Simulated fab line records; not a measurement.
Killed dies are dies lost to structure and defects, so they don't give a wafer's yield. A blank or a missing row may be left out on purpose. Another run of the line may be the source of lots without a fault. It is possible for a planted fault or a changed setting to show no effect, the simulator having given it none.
Chamber matching ; flow nand-harc ; rie-diel-05 running NHARC_A_M1_STRIP_18: 4 sister chambers
The step strips in N2/H2. 4 wafers are shown with their chamber, then 7 later ones without.

== WAFERS PAIRED WITH THEIR CHAMBERS ==
wafer;chamber;showerhead-plenum-p-Torr (Torr)
L083.1;2;2.07
L083.2;0;1.90
L083.5;3;1.94
L087.5;1;2.02

== WAFERS MISSING THEIR CHAMBER ==
wafer;showerhead-plenum-p-Torr (Torr)
L087.6;2.07
L091.2;1.90
L091.3;2.07
L091.6;2.02
L095.1;2.07
L095.4;1.89
L095.5;1.90

== EACH ONE'S CHAMBER ==
wafer;from the rows above;in truth
L087.6;2;2
L091.2;0;0
L091.3;2;2
L091.6;1;1
L095.1;2;2
L095.4;0;0
L095.5;0;0
7 of 7 placed correctly. From these rows, 0 cannot be placed. Placed wrongly: 0.
How it was worked out, from the rows above alone: a wafer's distance from a chamber is the root of the sum, over the readings, of the square of ((its reading less the chamber's mean) divided by the reading's scatter). If the next closest chamber is less than 2 further off than the closest, the wafer can't be placed; otherwise it belongs to the closest. The mean given for a chamber averages the wafers shown for that chamber. The scatter: with one shown wafer a chamber, the root of the mean of the squares of how far each hidden wafer lies from its nearest shown one.
